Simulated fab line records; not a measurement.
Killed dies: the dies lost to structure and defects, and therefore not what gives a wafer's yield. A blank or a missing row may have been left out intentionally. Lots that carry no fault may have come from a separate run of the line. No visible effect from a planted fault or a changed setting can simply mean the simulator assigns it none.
Which tool did it? -- flow n5-finfet -- 10 lots with 30 wafers sampled at 5 steps, on a route of 1938 steps

## WHAT EACH GAUGE READ, for each wafer
The record holds no reading of a measuring or inspecting step that can be judged against a usual standard deviation.

## TOOL THAT RAN EACH LOT (tool first, then ch and the chambers of the sampled wafers, then the start)
lot,N5_MOL_CONTACT_COAG_ETCH_59,N5_MOL_CONTACT_COAG_CONTACT_ETCH_14,N5_MOL_CONTACT_COAG_TI_SIL_19,N5_MOL_CONTACT_COAG_SIL_ANNEAL_21,N5_PASSIVATION_PROBE_49
L118,"rie-diel-03 ch 1,2,3, day 4 14:51","rie-diel-03 ch 1,2,3, day 4 14:59","pvd-sputter-02, day 4 17:02","rtp-anneal-01 ch 0, day 4 17:36",-
L121,"rie-diel-02 ch 0,2,3, day 5 23:10","rie-diel-02 ch 0,2,3, day 5 23:19","pvd-sputter-02, day 6 00:17","rtp-anneal-02 ch 0, day 6 00:50",-
L122,"rie-diel-03 ch 1,2,3, day 5 23:58","rie-diel-03 ch 1,2,3, day 6 00:07","pvd-sputter-02, day 6 01:07","rtp-anneal-01 ch 0, day 6 01:36",-
L128,"rie-diel-03 ch 1,2,3, day 7 07:17","rie-diel-03 ch 1,2,3, day 7 07:26","pvd-sputter-03, day 7 08:14","rtp-anneal-01 ch 0, day 7 08:44",-
L130,"rie-diel-04 ch 1,2,3, day 8 02:13","rie-diel-04 ch 1,2,3, day 8 02:22","pvd-sputter-01, day 8 04:23","rtp-anneal-02 ch 0, day 8 04:53",-
L131,"rie-diel-04 ch 1,2,3, day 8 03:32","rie-diel-04 ch 1,2,3, day 8 03:40","pvd-sputter-01, day 8 04:29","rtp-anneal-02 ch 0, day 8 05:04",-
L132,"rie-diel-03 ch 0,1,3, day 8 11:46","rie-diel-03 ch 0,1,3, day 8 11:55","pvd-sputter-03, day 8 13:03","rtp-anneal-02 ch 0, day 8 13:32",-
L135,"rie-diel-03 ch 0,2, day 9 04:04","rie-diel-03 ch 0,2, day 9 04:13","pvd-sputter-02, day 9 05:55","rtp-anneal-02 ch 0, day 9 06:26","prober-01, day 17 03:27"
L137,"rie-diel-03 ch 0,2, day 9 14:46","rie-diel-03 ch 0,2, day 9 14:55","pvd-sputter-02, day 9 16:46","rtp-anneal-01 ch 0, day 9 17:22","prober-02, day 17 11:13"
L140,"rie-diel-04 ch 1,2,3, day 10 10:14","rie-diel-04 ch 1,2,3, day 10 10:23","pvd-sputter-01, day 10 11:04","rtp-anneal-01 ch 0, day 10 11:37",-
- N5_MOL_CONTACT_COAG_ETCH_59: etches underlayer in N2/H2, target depth 13 nm, time 10.4 s.
- N5_MOL_CONTACT_COAG_CONTACT_ETCH_14: etches SiO2 in C4F6/O2, target depth 27.5 nm, overetch 8.5 nm, time 20 s.
- N5_MOL_CONTACT_COAG_TI_SIL_19: material Ti, target thk 4.2 nm, time 15 s.
- N5_MOL_CONTACT_COAG_SIL_ANNEAL_21: time 60 s.
- N5_PASSIVATION_PROBE_49

## WHAT THE TOOLS THEMSELVES READ (means of the sampled wafers that have a number; where no wafer has one, the mark that the record gives instead)
N5_MOL_CONTACT_COAG_ETCH_59. Usual: bias-w 150.0 W, standard deviation 0.43; drypump-motor-current-A 5.7 A, standard deviation 0.44; etch-rf-on-time-s 10.38 s, standard deviation 0.26; oes-product-au 0.66 a.u., standard deviation 0.073; rf-fwd-power-W 818.6 W, standard deviation 2.8; rf-vpp-V 523.8 V, standard deviation 2.5; showerhead-plenum-p-Torr 2.54 Torr, standard deviation 0.086; throttle-valve-pct 17.82 %, standard deviation 0.24.
lot,tool,bias-w (W),drypump-motor-current-A (A),etch-rf-on-time-s (s),oes-product-au (a.u.),rf-fwd-power-W (W),rf-vpp-V (V),showerhead-plenum-p-Torr (Torr),throttle-valve-pct (%),flag
L118,rie-diel-03,150.2,5.5,10.39,0.70,817.1,523.2,2.52,17.67,
L121,rie-diel-02,149.7,5.4,10.29,0.63,819.8,524.1,2.53,17.91,
L122,rie-diel-03,149.7,5.5,10.40,0.69,816.4,523.3,2.51,17.68,
L128,rie-diel-03,149.7,5.5,10.43,0.67,817.7,522.8,2.51,17.70,
L130,rie-diel-04,150.1,6.1,10.59,0.64,818.0,523.2,2.50,17.86,
L131,rie-diel-04,149.8,6.1,10.51,0.64,817.8,522.9,2.50,17.85,
L132,rie-diel-03,150.1,5.5,10.30,0.73,820.1,526.3,2.61,17.71,
L135,rie-diel-03,149.9,5.5,10.24,0.66,818.7,524.3,2.54,17.73,
L137,rie-diel-03,150.6,5.5,10.17,0.64,818.0,523.2,2.53,17.84,
L140,rie-diel-04,149.9,6.1,10.44,0.71,818.3,522.8,2.49,17.76,

N5_MOL_CONTACT_COAG_CONTACT_ETCH_14. Usual: O2_flow_sccm 9.998 sccm, standard deviation 0.027; bias-w 185.0 W, standard deviation 0.55; drypump-motor-current-A 5.7 A, standard deviation 0.45; oes_f_703_au 0.77 a.u., standard deviation 0.08; oes-product-au 0.66 a.u., standard deviation 0.071; rf-fwd-power-W 362.6 W, standard deviation 2.1; rf-vpp-V 692 V, standard deviation 3.2; showerhead-plenum-p-Torr 2.87 Torr, standard deviation 0.097; throttle-valve-pct 21.21 %, standard deviation 0.23.
lot,tool,O2_flow_sccm (sccm),bias-w (W),drypump-motor-current-A (A),oes_f_703_au (a.u.),oes-product-au (a.u.),rf-fwd-power-W (W),rf-vpp-V (V),showerhead-plenum-p-Torr (Torr),throttle-valve-pct (%),flag
L118,rie-diel-03,9.984,185.2,5.5,0.81,0.69,361.7,693,2.85,21.12,
L121,rie-diel-02,9.978,184.6,5.4,0.73,0.62,363.2,692,2.87,21.29,
L122,rie-diel-03,9.983,185.4,5.5,0.80,0.68,362.8,693,2.85,21.15,
L128,rie-diel-03,10.020,185.1,5.5,0.78,0.67,361.8,691,2.84,21.16,
L130,rie-diel-04,10.006,184.9,6.1,0.74,0.65,361.1,691,2.84,21.31,
L131,rie-diel-04,10.000,185.2,6.1,0.75,0.65,361.0,691,2.84,21.31,
L132,rie-diel-03,9.988,185.3,5.5,0.85,0.72,363.4,695,2.94,21.05,
L135,rie-diel-03,10.006,185.5,5.5,0.62,0.65,303.3,731,2.87,21.06,OFF
L137,rie-diel-03,9.993,185.1,5.5,0.68,0.63,334.2,711,2.86,21.07,OFF
L140,rie-diel-04,9.992,184.7,6.1,0.82,0.71,361.4,691,2.83,21.23,

N5_MOL_CONTACT_COAG_TI_SIL_19. Usual: 30.1 % for throttle-valve-pct, sd 1.2.
lot,tool,throttle-valve-pct (%),flag
L118,pvd-sputter-02,29.9,
L121,pvd-sputter-02,30.5,
L122,pvd-sputter-02,30.9,
L128,pvd-sputter-03,29.6,
L130,pvd-sputter-01,29.8,
L131,pvd-sputter-01,28.8,
L132,pvd-sputter-03,29.6,
L135,pvd-sputter-02,30.8,
L137,pvd-sputter-02,29.7,
L140,pvd-sputter-01,31.2,

N5_MOL_CONTACT_COAG_SIL_ANNEAL_21. Usual: lamp-power-pct 6.5 %, standard deviation 0.32; wafer_temp_C_max 552.9, standard deviation 0.99.
lot,tool,lamp-power-pct (%),wafer_temp_C_max,flag
L118,rtp-anneal-01,6.8,551.9,
L121,rtp-anneal-02,6.2,553.6,
L122,rtp-anneal-01,6.8,552.1,
L128,rtp-anneal-01,6.8,551.9,
L130,rtp-anneal-02,6.2,554.1,
L131,rtp-anneal-02,6.2,553.6,
L132,rtp-anneal-02,6.2,553.5,
L135,rtp-anneal-02,6.2,553.2,
L137,rtp-anneal-01,6.8,551.6,
L140,rtp-anneal-01,6.8,551.7,

N5_PASSIVATION_PROBE_49. Usual: killed_at_M0_to_M3 37, standard deviation 12; killed_at_M4_up 14, standard deviation 5.3; killed-at-contacts 12, standard deviation 6.2; killed-at-front-end 41, standard deviation 11; killed-at-other 3.7, standard deviation 2.9; killed-dies 107, standard deviation 17; killed-open 71, standard deviation 12; killed-short 34, standard deviation 7.9.
lot,tool,killed_at_M0_to_M3,killed_at_M4_up,killed-at-contacts,killed-at-front-end,killed-at-other,killed-dies,killed-open,killed-short,flag
L135,prober-01,36,19,16,56,3.0,129,84,40,
L137,prober-02,39,14,25,43,5.0,126,92,31,

## THE ANSWER, worked out from the rows above alone
Rule: lot off if the mean of its wafers having a number is beyond 3 standard deviations from the usual mean. Also off: a lot with no number at a reading for which 4 or more lots have one. All remaining lots with rows at the step are treated as sound. The gauges are gone through in route order, then the tools' own readings, and for those a lot's mean is taken as printed above. At the first step where some lot is off, the reading lying furthest off is the one used; lots without a number count as furthest.
Off, at N5_MOL_CONTACT_COAG_CONTACT_ETCH_14 on rf-fwd-power-W: L135, L137.
A tool fits if, at that step or a process step before it, it ran every lot that is off, and no sound lot after the first of them. One fits: rie-diel-03 at N5_MOL_CONTACT_COAG_ETCH_59 and N5_MOL_CONTACT_COAG_CONTACT_ETCH_14. At N5_MOL_CONTACT_COAG_ETCH_59 its last sound lot is L132 (day 8 11:46), its first lot that is off L135 (day 9 04:04): a fault that began between those two fits.

## WHAT THE SIMULATOR HAD PUT IN
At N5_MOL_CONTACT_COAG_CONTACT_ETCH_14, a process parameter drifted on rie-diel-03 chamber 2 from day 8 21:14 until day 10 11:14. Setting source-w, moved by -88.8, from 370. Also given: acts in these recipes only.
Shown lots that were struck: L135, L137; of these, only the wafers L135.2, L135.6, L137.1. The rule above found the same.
